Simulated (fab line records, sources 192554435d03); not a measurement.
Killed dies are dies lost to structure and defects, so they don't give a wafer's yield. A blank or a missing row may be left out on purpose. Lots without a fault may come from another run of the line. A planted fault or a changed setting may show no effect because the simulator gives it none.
A struck lot beside a sound one | flow n5_finfet | 36 steps out of a route of 1938
Sound: wafers L959.1, L959.4, L959.6. Struck: wafer L968.4. (L968.1, L968.3 of the same lot were not struck and are left out.) The cause comes at the end.
At each step with rows: each side's tool, then ch and its chambers, then its first start. Under that, the readings that differ: sound wafers | struck wafers | difference of the means | sigmas: that difference in standard deviations of wafers without a fault.
alike: readings whose means differ by less than 2 such deviations, and words and numbers that are the same on both sides. not compared: withheld readings, readings that some wafer has no value for, bounds like >300 that may hide the same value, and numbers for which the record gives no deviation and whose values overlap.
The two part at a step that has a row with sigmas, a row that says differs or no value, or rows on one side only. Numbers that don't overlap but have no deviation are shown without sigmas and don't part them. A reading that every wafer of one side lacks parts them only if that side has two wafers or more.

first, 9 steps without rows for these wafers: N5_MOL_CONTACT_COAG_PRECLEAN_127 (cleans in DIW, time 57.5 s); N5_MOL_CONTACT_COAG_SRD_128 (dry time 32 s); N5_MOL_CONTACT_COAG_CMP_52 (polishes, stops on SiO2, t overpolish 1.5 s, target thk 66.5 nm); N5_MOL_CONTACT_COAG_ANNEAL_112 (time 1800 s); N5_BEOL_M0_SAQP_PECVD_00 (deposits SiCN from 3MS/NH3, target thk 8 nm, time 14 s); N5_BEOL_M0_SAQP_ILD_DEP_01 (deposits SiOC from DEMS/O2, target thk 45.419 nm, time 8.7 s); N5_BEOL_M0_SAQP_HM_DEP_02 (deposits TiN, target thk 12 nm); N5_BEOL_M0_SAQP_PECVD_03 (deposits SiCN from 3MS/NH3, target thk 12 nm, time 21.1 s); N5_BEOL_M0_SAQP_PECVD_96 (deposits a-Si from SiH4/He, target thk 45 nm, time 45.2 s).
N5_BEOL_M0_SAQP_PECVD_97: deposits SiNx from SiH4/NH3/N2, target thk 23 nm, time 19.9 s.
  sound on pecvd-02 ch 1,2, day 5 12:40; struck on pecvd-02 ch 0, day 7 22:01
  reading                                         | sound          | struck | difference | sigmas
  model.SiNx_of_BEOL_M0_SAQP_PECVD_97.thk_nm (nm) | 22.6 22.8 22.8 | 17     | -6         |
  alike: heater_power_w, showerhead_plenum_p_Torr, throttle_valve_pct
then, 24 steps without rows for these wafers: N5_BEOL_M0_SAQP_PECVD_04 (deposits a-Si from SiH4/He, target thk 60 nm, time 60.2 s); N5_BEOL_M0_SAQP_HM_DEP_111 (deposits SiO2 from SiH4/N2O, target thk 12 nm, time 7.2 s); N5_BEOL_M0_SAQP_COAT_81 (time 60 s, resist thk 100 nm); N5_BEOL_M0_SAQP_COAT_82 (time 60 s, resist thk 30 nm); N5_BEOL_M0_SAQP_COAT_08 (resist thk 90 nm); N5_BEOL_M0_SAQP_EBR_10; N5_BEOL_M0_SAQP_SOFTBAKE_09 (time 60 s); N5_BEOL_M0_SAQP_EXPOSE_11 (exposes mask M0 CORE, target cd 42 nm); N5_BEOL_M0_SAQP_PEB_12 (peb time 60 s); N5_BEOL_M0_SAQP_DEVELOP_13 (develop time 30 s); N5_BEOL_M0_SAQP_DESCUM_19 (chemistry O2, time 7.9 s); N5_BEOL_M0_SAQP_ETCH_83 (etches SiARC in CF4, target depth 39 nm, time 65 s); N5_BEOL_M0_SAQP_ETCH_84 (etches SOC in N2/H2, target depth 100 nm, overetch 20 nm, time 150 s); N5_BEOL_M0_SAQP_STRIP_80 (strips in N2/H2); N5_BEOL_M0_SAQP_HM_OPEN_112 (chemistry CHF3/O2, target SiO2, stops on a-Si, target depth 12 nm, time 13.5 s); N5_BEOL_M0_SAQP_STRIP_113 (strips in CHF3/O2); N5_BEOL_M0_SAQP_MANDREL_ETCH_20 (etches a-Si in HBr/Cl2, stops on SiNx, target depth 60 nm, bt time 10 s, time 30 s); N5_BEOL_M0_SAQP_STRIP_86 (strips in N2/H2); N5_BEOL_M0_SAQP_STRIP_115 (strips in post etch residue remover, time 60 s); N5_BEOL_M0_SAQP_SRD_93 (time 30 s); N5_BEOL_M0_SAQP_RECESS_114 (chemistry HF/NH3, target SiO2, target depth 14.4 nm, afs cycles 3, sublimation time 60 s); N5_BEOL_M0_SAQP_SPACER1_ALD_98 (deposits SiO2, target thk 12.8 nm, pulse time 1 s, purge time 2 s); N5_BEOL_M0_SAQP_SPACER1_ETCHBACK_99 (etches SiO2 in CHF3/O2, target depth 15.4 nm, time 7.7 s); N5_BEOL_M0_SAQP_MANDREL1_REMOVE_100 (chemistry HBr/Cl2/O2, target a-Si, stops on SiNx, bt time 10 s).
N5_BEOL_M0_SAQP_ETCH_106: etches SOC in N2/H2, stops on SiNx, target depth 150 nm.
  sound on rie_diel-04 ch 1,2,3, day 5 15:39; struck on rie_diel-04 ch 1, day 8 01:05
  reading                                         | sound      | struck | difference | sigmas
  model.SiNx_of_BEOL_M0_SAQP_PECVD_97.thk_nm (nm) | 14.8 15 15 | 9.2    | -5.7       |
  alike: chamber_pressure_mTorr, drypump_motor_current_A, oes_product_au, rf_vpp_V, showerhead_plenum_p_Torr, throttle_valve_pct
  not compared: rf_hours_counter_h
-- the record jumps here: 3 days lie between the struck wafers' starts before and after (it left off in module BEOL_M0_SAQP and takes up again in module BEOL_M4, whose first step shown is number 1111 of the route) --
N5_BEOL_M4_RC_MEAS_101:
  sound on prober-01 ch 0, day 9 03:23; struck on prober-02 ch 0, day 11 07:45
  reading        | sound             | struck | difference | sigmas
  DIBL_N (mV/V)  | 35.0 34.1 34.8    | 37.4   | +2.8       | +2
  IOFF_N (nA/um) | 0.150 0.142 0.149 | 0.188  | +0.041     | +2
  SS_N (mV/dec)  | 72.3 71.1 71.4    | 72.8   | +1.2       | +2
  VT_N (mV)      | 250.5 250.3 252.1 | 244.6  | -6.4       | -2
  alike: DIBL_P, IOFF_P, ION_N, ION_P, SS_P, VT_P

WHERE THEY PART
Only at N5_BEOL_M4_RC_MEAS_101, within this record.

WHY: what the simulator had put in
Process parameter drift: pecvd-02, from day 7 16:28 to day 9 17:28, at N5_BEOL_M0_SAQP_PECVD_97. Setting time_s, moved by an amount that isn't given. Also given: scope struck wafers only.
